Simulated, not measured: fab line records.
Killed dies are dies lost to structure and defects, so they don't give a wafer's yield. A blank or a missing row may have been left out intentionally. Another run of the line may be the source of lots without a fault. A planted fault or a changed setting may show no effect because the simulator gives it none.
Which tool did it?    flow n5_finfet    14 lots, 42 wafers sampled, at 5 steps of a route of 1938

== WHAT THE GAUGES SHOWED, per wafer ==
N5_BEOL_M4_RC_MEAS_101. Usual: DIBL_N 36.3 mV/V, standard deviation 1.2; DIBL_P 36.1 mV/V, standard deviation 1.6; IOFF_N 0.161 nA/um, standard deviation 0.023; IOFF_P 0.209 nA/um, standard deviation 0.027; ION_N 676 uA/um, standard deviation 8.9; ION_P 462 uA/um, standard deviation 5.3; SS_N 71.5 mV/dec, standard deviation 0.51; SS_P 73.2 mV/dec, standard deviation 0.5; VT_N 249.1 mV, standard deviation 2.5; VT_P -249.9 mV, standard deviation 2.8.
lot   measured      on         DIBL_N (mV/V)   DIBL_P (mV/V)   IOFF_N (nA/um)     IOFF_P (nA/um)     ION_N (uA/um)  ION_P (uA/um)  SS_N (mV/dec)   SS_P (mV/dec)   VT_N (mV)          VT_P (mV)             flag
L717  day 7 12:20   prober-02  36.5 35.7 34.8  36.8 35.0 33.1  0.164 0.142 0.129  0.203 0.183 0.157  671 672 667    460 457 451    71.8 70.8 71.7  72.7 73.3 73.5  246.1 247.2 250.9  -251.8 -253.2 -255.5  
L718  day 8 08:17   prober-01  36.1 35.8 37.7  35.6 36.2 38.1  0.155 0.145 0.185  0.203 0.211 0.249  683 671 689    462 461 471    71.5 70.9 71.6  72.9 72.7 73.9  248.2 248.5 246.0  -249.9 -250.4 -247.5  
L719  day 8 12:03   prober-01  36.8 37.7 36.8  35.5 35.8 34.7  0.161 0.174 0.162  0.221 0.220 0.213  675 674 664    463 466 460    71.3 71.2 71.5  73.0 73.1 73.5  250.1 250.3 248.5  -248.8 -249.0 -247.3  
L720  day 8 14:11   prober-02  35.7 34.9 34.4  34.7 33.4 33.8  0.146 0.125 0.125  0.190 0.172 0.180  672 666 667    463 457 464    71.5 70.9 71.1  72.8 72.9 72.9  252.3 252.6 252.0  -249.1 -253.1 -251.7  
L721  day 8 17:25   prober-02  35.5 34.8 36.0  34.7 33.8 35.1  0.126 0.121 0.137  0.169 0.164 0.182  658 664 672    450 457 459    70.6 69.9 70.4  72.4 72.7 72.3  250.9 252.8 252.8  -255.3 -255.6 -254.5  
L722  day 9 04:35   prober-02  37.6 36.4 37.9  36.7 36.1 37.3  0.184 0.168 0.192  0.262 0.241 0.272  682 686 678    471 468 465    71.5 71.5 71.8  73.2 73.4 73.4  245.7 247.2 248.0  -246.9 -244.0 -243.8  
L723  day 9 12:39   prober-02  36.5 37.4 37.1  35.8 37.8 37.4  0.158 0.188 0.198  0.203 0.239 0.240  669 675 683    459 459 466    71.6 71.5 71.6  73.5 73.4 74.4  249.0 248.5 248.4  -249.5 -247.8 -247.9  
L725  day 9 14:19   prober-02  36.9 37.7 36.9  34.3 35.4 34.6  0.153 0.170 0.166  0.203 0.221 0.202  670 667 674    467 462 459    71.5 71.7 71.5  73.2 72.8 72.8  249.4 247.7 250.3  -248.5 -248.0 -252.3  
L726  day 9 20:49   prober-01  33.8 35.2 34.6  34.7 36.6 35.9  0.146 0.172 0.155  0.179 0.209 0.190  678 687 675    463 463 458    72.2 71.7 71.3  72.4 73.4 72.8  247.6 244.4 248.9  -253.7 -249.4 -251.1  
L738  day 12 20:45  prober-02  34.3 35.8 36.0  35.7 36.9 37.6  0.117 0.135 0.138  0.192 0.214 0.222  663 666 673    461 463 467    71.9 71.0 71.6  72.9 73.7 73.1  254.1 254.6 254.9  -252.3 -249.9 -250.0  
L739  day 13 06:17  prober-01  35.6 36.1 36.0  36.5 37.8 37.2  0.161 0.182 0.166  0.215 0.238 0.222  666 681 677    461 461 462    71.9 71.8 72.7  73.0 73.9 73.7  249.0 246.7 248.1  -250.2 -247.1 -251.9  
L740  day 13 22:22  prober-01  37.1 36.0 35.0  36.4 35.6 34.3  0.166 0.143 0.132  0.217 0.202 0.178  679 674 662    465 463 457    71.8 71.9 71.6  73.3 73.1 73.4  250.1 250.6 251.1  -246.2 -248.4 -248.6  

== EACH LOT AND THE TOOL THAT RAN IT (in order: tool; ch and the chambers of the sampled wafers; start) ==
lot   N5_GATE_CUT_ETCH_37                N5_GATE_CUT_STRIP_42               N5_GATE_CUT_CUT_ETCH_54            N5_GATE_CUT_CMP_23
L717  rie_diel-06 ch 1,3, day 4 09:11    rie_diel-06 ch 1,3, day 4 09:21    rie_metal-02 ch 0,1, day 4 09:35   cmp-01 ch 0,1,2, day 4 11:26
L718  rie_diel-06 ch 2,3, day 4 22:25    rie_diel-06 ch 2,3, day 4 22:34    rie_metal-01 ch 0,1, day 4 22:47   cmp-02 ch 1,3, day 5 01:02
L719  rie_diel-06 ch 0,2,3, day 5 01:05  rie_diel-06 ch 0,2,3, day 5 01:15  rie_metal-03 ch 0,1, day 5 01:28   cmp-02 ch 0,1,2, day 5 03:20
L720  rie_diel-03 ch 2,3, day 5 07:15    rie_diel-03 ch 2,3, day 5 07:25    rie_metal-02 ch 0,1, day 5 07:37   cmp-02 ch 1,2,3, day 5 09:30
L721  rie_diel-06 ch 2,3, day 5 13:46    rie_diel-06 ch 2,3, day 5 14:00    rie_metal-03 ch 0,1, day 5 14:16   cmp-01 ch 0,2, day 5 16:15
L722  rie_diel-06 ch 0,1,3, day 5 21:47  rie_diel-06 ch 0,1,3, day 5 21:57  rie_metal-01 ch 0,1, day 5 22:09   cmp-01 ch 0,2,3, day 6 00:20
L723  rie_diel-03 ch 0,2, day 6 07:22    rie_diel-03 ch 0,2, day 6 07:32    rie_metal-02 ch 0,1, day 6 07:44   cmp-02 ch 2,3, day 6 09:40
L725  rie_diel-06 ch 1,2, day 6 15:57    rie_diel-06 ch 1,2, day 6 16:07    rie_metal-03 ch 0,1, day 6 16:19   cmp-02 ch 0,1,2, day 6 18:17
L726  rie_diel-02 ch 0,1, day 6 18:42    rie_diel-02 ch 0,1, day 6 18:56    rie_metal-01 ch 1, day 6 19:18     cmp-02 ch 0,1,3, day 6 21:26
L735  rie_diel-03 ch 1,2, day 9 02:50    rie_diel-03 ch 1,2, day 9 03:01    rie_metal-02 ch 0,1, day 9 03:14   cmp-02 ch 2,3, day 9 05:35
L736  rie_diel-06 ch 2,3, day 9 09:11    rie_diel-06 ch 2,3, day 9 09:21    rie_metal-01 ch 0,1, day 9 09:33   cmp-01 ch 0,1, day 9 11:28
L738  rie_diel-02 ch 1,2,3, day 9 19:07  rie_diel-02 ch 1,2,3, day 9 19:17  rie_metal-02 ch 0, day 9 19:29     cmp-02 ch 2,3, day 9 21:22
L739  rie_diel-06 ch 1,2, day 10 03:48   rie_diel-06 ch 1,2, day 10 03:58   rie_metal-01 ch 0,1, day 10 04:11  cmp-01 ch 0,1, day 10 06:03
L740  rie_diel-02 ch 1,3, day 10 11:11   rie_diel-02 ch 1,3, day 10 11:20   rie_metal-03 ch 1, day 10 11:34    cmp-04 ch 0,2,3, day 10 13:30
- N5_GATE_CUT_ETCH_37: etches SOC in N2/H2, target depth 60 nm, overetch 12 nm, time 90 s.
- N5_GATE_CUT_STRIP_42: strips in O2.
- N5_GATE_CUT_CUT_ETCH_54: etches TiN in Cl2/BCl3, target depth 96.7 nm.
- N5_GATE_CUT_CMP_23: polishes, stops on SiO2, t overpolish 23.4 s, target thk 16 nm.

== AS READ BY THE TOOLS THEMSELVES (means over the sampled wafers that have a number; for cases with no such wafer, the mark the record gives instead) ==
N5_GATE_CUT_ETCH_37. Usual: drypump_motor_current_A 5.8 A, standard deviation 0.42; h2_flow_sccm 200.1 sccm, standard deviation 0.64; oes_product_au 0.72 a.u., standard deviation 0.078; rf_fwd_power_W 834 W, standard deviation 3.1; rf_vpp_V 524.8 V, standard deviation 2.6; showerhead_plenum_p_Torr 2.58 Torr, standard deviation 0.089; throttle_valve_pct 17.81 %, standard deviation 0.27.
lot   tool         drypump_motor_current_A (A)  h2_flow_sccm (sccm)  oes_product_au (a.u.)  rf_fwd_power_W (W)  rf_vpp_V (V)  showerhead_plenum_p_Torr (Torr)  throttle_valve_pct (%)  flag
L717  rie_diel-06  6.1                          200.8                0.66                   833                 525.4         2.63                             17.73                   
L718  rie_diel-06  5.4                          200.5                0.82                   832                 526.8         2.62                             17.65                   
L719  rie_diel-06  5.7                          200.3                0.74                   832                 524.6         2.60                             17.75                   
L720  rie_diel-03  5.4                          200.2                0.65                   834                 521.8         2.50                             18.09                   
L721  rie_diel-06  5.4                          200.0                0.80                   835                 525.9         2.62                             17.66                   
L722  rie_diel-06  6.0                          200.2                0.75                   836                 526.0         2.60                             17.67                   
L723  rie_diel-03  5.8                          199.7                0.75                   832                 521.9         2.47                             17.92                   
L725  rie_diel-06  5.8                          200.3                0.83                   832                 525.2         2.59                             17.51                   
L726  rie_diel-02  6.1                          199.9                0.71                   837                 527.4         2.67                             17.46                   
L735  rie_diel-03  5.8                          199.4                0.67                   834                 524.8         2.58                             18.17                   
L736  rie_diel-06  5.6                          199.5                0.75                   831                 526.3         2.65                             17.68                   
L738  rie_diel-02  6.0                          199.8                0.71                   838                 524.5         2.59                             17.78                   
L739  rie_diel-06  5.5                          200.7                0.79                   830                 524.6         2.58                             17.66                   
L740  rie_diel-02  6.0                          199.5                0.71                   837                 526.6         2.67                             17.55                   

N5_GATE_CUT_STRIP_42. Usual: drypump_motor_current_A 5.8 A, standard deviation 0.42; oes_product_au 0.80 a.u., standard deviation 0.093; rf_vpp_V 3.7 V, standard deviation 0.49; showerhead_plenum_p_Torr 2.13 Torr, standard deviation 0.075; throttle_valve_pct 16.62 %, standard deviation 0.24.
lot   tool         drypump_motor_current_A (A)  oes_product_au (a.u.)  rf_vpp_V (V)  showerhead_plenum_p_Torr (Torr)  throttle_valve_pct (%)  flag
L717  rie_diel-06  6.0                          0.74                   3.9           2.18                             16.58                   
L718  rie_diel-06  5.4                          0.91                   3.7           2.17                             16.46                   
L719  rie_diel-06  5.7                          0.83                   3.8           2.15                             16.56                   
L720  rie_diel-03  5.3                          0.71                   3.5           2.06                             16.90                   
L721  rie_diel-06  5.4                          0.90                   3.8           2.17                             16.48                   
L722  rie_diel-06  6.0                          0.84                   3.5           2.15                             16.50                   
L723  rie_diel-03  5.7                          0.83                   3.7           2.03                             16.65                   
L725  rie_diel-06  5.9                          0.94                   4.5           2.15                             16.38                   
L726  rie_diel-02  6.2                          0.80                   3.8           2.20                             16.34                   
L735  rie_diel-03  5.7                          0.74                   3.5           2.12                             16.87                   
L736  rie_diel-06  5.6                          0.84                   4.2           2.19                             16.47                   
L738  rie_diel-02  6.0                          0.80                   4.0           2.14                             16.64                   
L739  rie_diel-06  5.5                          0.88                   3.3           2.14                             16.52                   
L740  rie_diel-02  6.0                          0.80                   3.7           2.20                             16.46                   

N5_GATE_CUT_CUT_ETCH_54. Usual: drypump_motor_current_A 5.5 A, standard deviation 0.38; etch_rf_on_time_s 36.6 s, standard deviation 0.44; he_backside_leak_sccm 3.44 sccm, standard deviation 0.14; oes_product_au 0.72 a.u., standard deviation 0.072; rf_fwd_power_W 980 W, standard deviation 5.7; throttle_valve_pct 22.3 %, standard deviation 0.37.
lot   tool          drypump_motor_current_A (A)  etch_rf_on_time_s (s)  he_backside_leak_sccm (sccm)  oes_product_au (a.u.)  rf_fwd_power_W (W)  throttle_valve_pct (%)  flag
L717  rie_metal-02  5.4                          36.5                   3.26                          0.74                   982                 21.8                    
L718  rie_metal-01  5.8                          36.4                   3.38                          0.73                   975                 22.4                    
L719  rie_metal-03  5.4                          37.0                   3.62                          0.77                   986                 22.5                    
L720  rie_metal-02  5.4                          36.1                   3.28                          0.77                   980                 22.0                    
L721  rie_metal-03  5.4                          37.0                   3.53                          0.76                   990                 22.6                    
L722  rie_metal-01  5.8                          36.2                   3.42                          0.73                   977                 22.4                    
L723  rie_metal-02  5.4                          36.5                   3.28                          0.73                   984                 21.8                    
L725  rie_metal-03  5.1                          37.0                   3.52                          0.68                   978                 22.7                    
L726  rie_metal-01  6.1                          36.3                   3.24                          0.75                   978                 22.6                    
L735  rie_metal-02  5.3                          36.4                   3.25                          0.74                   978                 22.0                    
L736  rie_metal-01  5.8                          36.3                   3.47                          0.70                   976                 22.4                    
L738  rie_metal-02  5.5                          36.8                   3.39                          0.67                   989                 21.8                    
L739  rie_metal-01  5.6                          36.6                   3.57                          0.67                   976                 22.3                    
L740  rie_metal-03  5.6                          37.3                   3.59                          0.78                   986                 22.5                    

N5_GATE_CUT_CMP_23. Usual: edge_zone_pressure_frac 1.000, standard deviation 0.005; head_pressure_psi 2.501 psi, standard deviation 0.0064; motor_current_A 9.3 A, standard deviation 1; overpolish_run_s 23.400 s, standard deviation 0.0083; platen_rpm 51.81 rpm, standard deviation 0.036; time_to_endpoint_s 20.2 s, standard deviation 2.
lot   tool    edge_zone_pressure_frac  head_pressure_psi (psi)  motor_current_A (A)  overpolish_run_s (s)  platen_rpm (rpm)  time_to_endpoint_s (s)  flag
L717  cmp-01  0.998                    2.503                    10.3                 23.403                51.83             18.3                    
L718  cmp-02  1.001                    2.497                    9.2                  23.399                51.81             18.4                    
L719  cmp-02  0.995                    2.500                    9.2                  23.391                51.82             19.9                    
L720  cmp-02  1.004                    2.507                    9.1                  23.400                51.80             17.9                    
L721  cmp-01  1.002                    2.505                    9.8                  23.400                51.81             20.9                    
L722  cmp-01  0.998                    2.504                    9.5                  23.405                51.81             18.5                    
L723  cmp-02  0.995                    2.496                    8.8                  23.404                51.77             20.7                    
L725  cmp-02  1.001                    2.502                    9.2                  23.400                51.86             20.2                    
L726  cmp-02  1.001                    2.502                    9.3                  23.399                51.77             21.4                    
L735  cmp-02  -                        -                        -                    -                     -                 -                       OFF
L736  cmp-01  -                        -                        -                    -                     -                 -                       OFF
L738  cmp-02  1.000                    2.500                    9.0                  23.397                51.84             22.8                    
L739  cmp-01  0.998                    2.502                    11.0                 23.404                51.78             18.4                    
L740  cmp-04  0.998                    2.499                    8.9                  23.401                51.82             18.8                    

== THE ANSWER, worked out from the rows above alone ==
Rule: a lot is off if the mean of its wafers that have a number lies more than 3 standard deviations from the usual mean. A lot without any number at a reading at which 4 lots or more have one is off too. Where the step has rows for the other lots, those lots are counted as sound. First the gauges in route order, then the tools' own readings, where a lot's mean is used as printed above. At the first step where some lot is off, the reading lying furthest off is the one used; lots without a number count as furthest.
Off, at N5_GATE_CUT_CMP_23 on edge_zone_pressure_frac: L735, L736. Without a number there: L735, L736.
If a tool, at that step or one of the process steps before it, ran each lot that is off and ran no sound lot following the first of them, it fits. Not one of the candidates tried fits.

== WHAT WAS PUT IN BY THE SIMULATOR ==
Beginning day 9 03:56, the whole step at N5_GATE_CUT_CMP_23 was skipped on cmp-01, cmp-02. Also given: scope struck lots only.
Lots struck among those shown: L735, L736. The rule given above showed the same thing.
